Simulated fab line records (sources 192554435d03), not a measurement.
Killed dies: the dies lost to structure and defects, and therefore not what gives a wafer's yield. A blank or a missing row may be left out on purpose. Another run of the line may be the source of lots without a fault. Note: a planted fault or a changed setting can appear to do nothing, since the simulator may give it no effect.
Lot-split experiment / flow n5 finfet / 39 wafers read from 7 lots, route of 1938 steps

THE SPLIT ITSELF
At N5_MOL_CONTACT_COAG_ALD_133 (deposits SiO2, target thk 5 nm, pulse time 1 s, co reactant pulse time 1 s), the setting ald cycles was moved away from the recipe's 35 on 18 of the 39 wafers read, by -31.4% to +57.1%. For the rest of the wafers, this setting stayed at what the recipe calls for.

Reading taken at the split's own step.

THE READING
SiO2_of_MOL_CONTACT_COAG_ALD_133.thk nm (the simulator's own value, which no gauge read), in nm, at N5_MOL_CONTACT_COAG_ALD_133 (deposits SiO2, target thk 5 nm, pulse time 1 s, co reactant pulse time 1 s). No usual value for it is given in the file.

wafer=L075.1; tool, chamber at the split=ald sin-01, 2,1,3; ald cycles as run=35; against the recipe=recipe; SiO2_of_MOL_CONTACT_COAG_ALD_133.thk nm, nm=5; against lot-mates on the recipe=-
wafer=L075.4; tool, chamber at the split=ald sin-01, 2,1,3; ald cycles as run=35; against the recipe=recipe; SiO2_of_MOL_CONTACT_COAG_ALD_133.thk nm, nm=5; against lot-mates on the recipe=-
wafer=L075.5; tool, chamber at the split=ald sin-01, 2,1,3; ald cycles as run=35; against the recipe=recipe; SiO2_of_MOL_CONTACT_COAG_ALD_133.thk nm, nm=5; against lot-mates on the recipe=-
wafer=L075.2; tool, chamber at the split=ald sin-01, 3,0,0; ald cycles as run=54; against the recipe=+54.3%; SiO2_of_MOL_CONTACT_COAG_ALD_133.thk nm, nm=7.8; against lot-mates on the recipe=+2.8
wafer=L075.3; tool, chamber at the split=ald sin-01, 3,0,0; ald cycles as run=54; against the recipe=+54.3%; SiO2_of_MOL_CONTACT_COAG_ALD_133.thk nm, nm=7.8; against lot-mates on the recipe=+2.8
wafer=L075.6; tool, chamber at the split=ald sin-01, 3,0,0; ald cycles as run=54; against the recipe=+54.3%; SiO2_of_MOL_CONTACT_COAG_ALD_133.thk nm, nm=7.8; against lot-mates on the recipe=+2.8
wafer=L076.1; tool, chamber at the split=ald sin-01, 1,2,1; ald cycles as run=35; against the recipe=recipe; SiO2_of_MOL_CONTACT_COAG_ALD_133.thk nm, nm=5; against lot-mates on the recipe=-
wafer=L076.5; tool, chamber at the split=ald sin-01, 1,2,1; ald cycles as run=35; against the recipe=recipe; SiO2_of_MOL_CONTACT_COAG_ALD_133.thk nm, nm=5; against lot-mates on the recipe=-
wafer=L076.6; tool, chamber at the split=ald sin-01, 1,2,1; ald cycles as run=35; against the recipe=recipe; SiO2_of_MOL_CONTACT_COAG_ALD_133.thk nm, nm=5; against lot-mates on the recipe=-
wafer=L076.2; tool, chamber at the split=ald sin-01, 2,0; ald cycles as run=44; against the recipe=+25.7%; SiO2_of_MOL_CONTACT_COAG_ALD_133.thk nm, nm=6.2; against lot-mates on the recipe=+1.2
wafer=L076.3; tool, chamber at the split=ald sin-01, 2,0; ald cycles as run=44; against the recipe=+25.7%; SiO2_of_MOL_CONTACT_COAG_ALD_133.thk nm, nm=6.2; against lot-mates on the recipe=+1.2
wafer=L076.4; tool, chamber at the split=ald sin-01, 3; ald cycles as run=44; against the recipe=+25.7%; SiO2_of_MOL_CONTACT_COAG_ALD_133.thk nm, nm=6.4; against lot-mates on the recipe=+1.4
wafer=L079.4; tool, chamber at the split=ald sin-01, 0,1,2; ald cycles as run=35; against the recipe=recipe; SiO2_of_MOL_CONTACT_COAG_ALD_133.thk nm, nm=5; against lot-mates on the recipe=-
wafer=L079.5; tool, chamber at the split=ald sin-01, 0,1,2; ald cycles as run=35; against the recipe=recipe; SiO2_of_MOL_CONTACT_COAG_ALD_133.thk nm, nm=5; against lot-mates on the recipe=-
wafer=L079.6; tool, chamber at the split=ald sin-01, 0,1,2; ald cycles as run=35; against the recipe=recipe; SiO2_of_MOL_CONTACT_COAG_ALD_133.thk nm, nm=5; against lot-mates on the recipe=-
wafer=L086.1; tool, chamber at the split=ald sin-01, 3,0,1; ald cycles as run=44; against the recipe=+25.7%; SiO2_of_MOL_CONTACT_COAG_ALD_133.thk nm, nm=6.2; against lot-mates on the recipe=+1.2
wafer=L086.3; tool, chamber at the split=ald sin-01, 3,0,1; ald cycles as run=44; against the recipe=+25.7%; SiO2_of_MOL_CONTACT_COAG_ALD_133.thk nm, nm=6.2; against lot-mates on the recipe=+1.2
wafer=L086.6; tool, chamber at the split=ald sin-01, 3,0,1; ald cycles as run=44; against the recipe=+25.7%; SiO2_of_MOL_CONTACT_COAG_ALD_133.thk nm, nm=6.2; against lot-mates on the recipe=+1.2
wafer=L086.2; tool, chamber at the split=ald sin-01, 1,2,0; ald cycles as run=35; against the recipe=recipe; SiO2_of_MOL_CONTACT_COAG_ALD_133.thk nm, nm=5; against lot-mates on the recipe=-
wafer=L086.4; tool, chamber at the split=ald sin-01, 1,2,0; ald cycles as run=35; against the recipe=recipe; SiO2_of_MOL_CONTACT_COAG_ALD_133.thk nm, nm=5; against lot-mates on the recipe=-
wafer=L086.5; tool, chamber at the split=ald sin-01, 1,2,0; ald cycles as run=35; against the recipe=recipe; SiO2_of_MOL_CONTACT_COAG_ALD_133.thk nm, nm=5; against lot-mates on the recipe=-
wafer=L088.1; tool, chamber at the split=ald sin-01, 1,1,0; ald cycles as run=46; against the recipe=+31.4%; SiO2_of_MOL_CONTACT_COAG_ALD_133.thk nm, nm=6.6; against lot-mates on the recipe=+1.6
wafer=L088.5; tool, chamber at the split=ald sin-01, 1,1,0; ald cycles as run=46; against the recipe=+31.4%; SiO2_of_MOL_CONTACT_COAG_ALD_133.thk nm, nm=6.6; against lot-mates on the recipe=+1.6
wafer=L088.6; tool, chamber at the split=ald sin-01, 1,1,0; ald cycles as run=46; against the recipe=+31.4%; SiO2_of_MOL_CONTACT_COAG_ALD_133.thk nm, nm=6.6; against lot-mates on the recipe=+1.6
wafer=L088.2; tool, chamber at the split=ald sin-01, 3,0,2; ald cycles as run=35; against the recipe=recipe; SiO2_of_MOL_CONTACT_COAG_ALD_133.thk nm, nm=5; against lot-mates on the recipe=-
wafer=L088.3; tool, chamber at the split=ald sin-01, 3,0,2; ald cycles as run=35; against the recipe=recipe; SiO2_of_MOL_CONTACT_COAG_ALD_133.thk nm, nm=5; against lot-mates on the recipe=-
wafer=L088.4; tool, chamber at the split=ald sin-01, 3,0,2; ald cycles as run=35; against the recipe=recipe; SiO2_of_MOL_CONTACT_COAG_ALD_133.thk nm, nm=5; against lot-mates on the recipe=-
wafer=L092.1; tool, chamber at the split=ald sin-04, 2,1,3; ald cycles as run=24; against the recipe=-31.4%; SiO2_of_MOL_CONTACT_COAG_ALD_133.thk nm, nm=3.4; against lot-mates on the recipe=-1.6
wafer=L092.2; tool, chamber at the split=ald sin-04, 2,1,3; ald cycles as run=24; against the recipe=-31.4%; SiO2_of_MOL_CONTACT_COAG_ALD_133.thk nm, nm=3.4; against lot-mates on the recipe=-1.6
wafer=L092.6; tool, chamber at the split=ald sin-04, 2,1,3; ald cycles as run=24; against the recipe=-31.4%; SiO2_of_MOL_CONTACT_COAG_ALD_133.thk nm, nm=3.4; against lot-mates on the recipe=-1.6
wafer=L092.3; tool, chamber at the split=ald sin-04, 3,0,0; ald cycles as run=35; against the recipe=recipe; SiO2_of_MOL_CONTACT_COAG_ALD_133.thk nm, nm=5; against lot-mates on the recipe=-
wafer=L092.4; tool, chamber at the split=ald sin-04, 3,0,0; ald cycles as run=35; against the recipe=recipe; SiO2_of_MOL_CONTACT_COAG_ALD_133.thk nm, nm=5; against lot-mates on the recipe=-
wafer=L092.5; tool, chamber at the split=ald sin-04, 3,0,0; ald cycles as run=35; against the recipe=recipe; SiO2_of_MOL_CONTACT_COAG_ALD_133.thk nm, nm=5; against lot-mates on the recipe=-
wafer=L096.1; tool, chamber at the split=ald sin-03, 1,2,1; ald cycles as run=55; against the recipe=+57.1%; SiO2_of_MOL_CONTACT_COAG_ALD_133.thk nm, nm=7.8; against lot-mates on the recipe=+2.8
wafer=L096.4; tool, chamber at the split=ald sin-03, 1,2,1; ald cycles as run=55; against the recipe=+57.1%; SiO2_of_MOL_CONTACT_COAG_ALD_133.thk nm, nm=7.8; against lot-mates on the recipe=+2.8
wafer=L096.6; tool, chamber at the split=ald sin-03, 1,2,1; ald cycles as run=55; against the recipe=+57.1%; SiO2_of_MOL_CONTACT_COAG_ALD_133.thk nm, nm=7.8; against lot-mates on the recipe=+2.8
wafer=L096.2; tool, chamber at the split=ald sin-03, 0,3,2; ald cycles as run=35; against the recipe=recipe; SiO2_of_MOL_CONTACT_COAG_ALD_133.thk nm, nm=5; against lot-mates on the recipe=-
wafer=L096.3; tool, chamber at the split=ald sin-03, 0,3,2; ald cycles as run=35; against the recipe=recipe; SiO2_of_MOL_CONTACT_COAG_ALD_133.thk nm, nm=5; against lot-mates on the recipe=-
wafer=L096.5; tool, chamber at the split=ald sin-03, 0,3,2; ald cycles as run=35; against the recipe=recipe; SiO2_of_MOL_CONTACT_COAG_ALD_133.thk nm, nm=5; against lot-mates on the recipe=-
Rows listing several chambers each stand for several wafers; the file does not say which wafer went through which chamber.

THE FIT
A straight line over all 39 wafers: SiO2_of_MOL_CONTACT_COAG_ALD_133.thk nm changes by +0.0502 nm for each +1% of ald cycles; r = +1.00; the points scatter about the line by 0.048 nm.
The same after taking each lot's own level away (the mean of its wafers on the recipe; 39 wafers): +0.0502 nm for each +1%; r = +1.00; scatter 0.048 nm.
On that fit, the largest move of ald cycles shifts the reading by 2.9 nm.
The lots' own levels span 5.00 to 5.00 nm.
Hence the lot-to-lot level has little effect on the slope; both slopes agree.
Check: for one of the wafers moved furthest among these (+57.1%), held out of the fit, the line's prediction against its lot-mates is +2.87 nm. It came out at +2.8 nm against them.

OTHER SPLITS ON THESE WAFERS
Before the reading, these wafers also passed through other splits. Each is held against what the fit with the lots' levels taken away leaves over:
other split on the same wafers=N5_FIN_SAQP_ALD_61 ald cycles; wafers away from the commonest value=15; r with SiO2_of_MOL_CONTACT_COAG_ALD_133.thk nm (lot level and that fit taken away)=-0.04
other split on the same wafers=N5_FIN_SAQP_PECVD_06 time s; wafers away from the commonest value=15; r with SiO2_of_MOL_CONTACT_COAG_ALD_133.thk nm (lot level and that fit taken away)=-0.24
other split on the same wafers=N5_SD_EPI_P_ETCH_16 target depth a; wafers away from the commonest value=12; r with SiO2_of_MOL_CONTACT_COAG_ALD_133.thk nm (lot level and that fit taken away)=-0.16
other split on the same wafers=N5_GATE_CUT_ALD_22 ald cycles; wafers away from the commonest value=12; r with SiO2_of_MOL_CONTACT_COAG_ALD_133.thk nm (lot level and that fit taken away)=-0.03

FILE'S OWN FIT
SiO2_of_MOL_CONTACT_COAG_ALD_133.thk nm changes by +0.0501 nm for each +1% of ald cycles, r = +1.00.
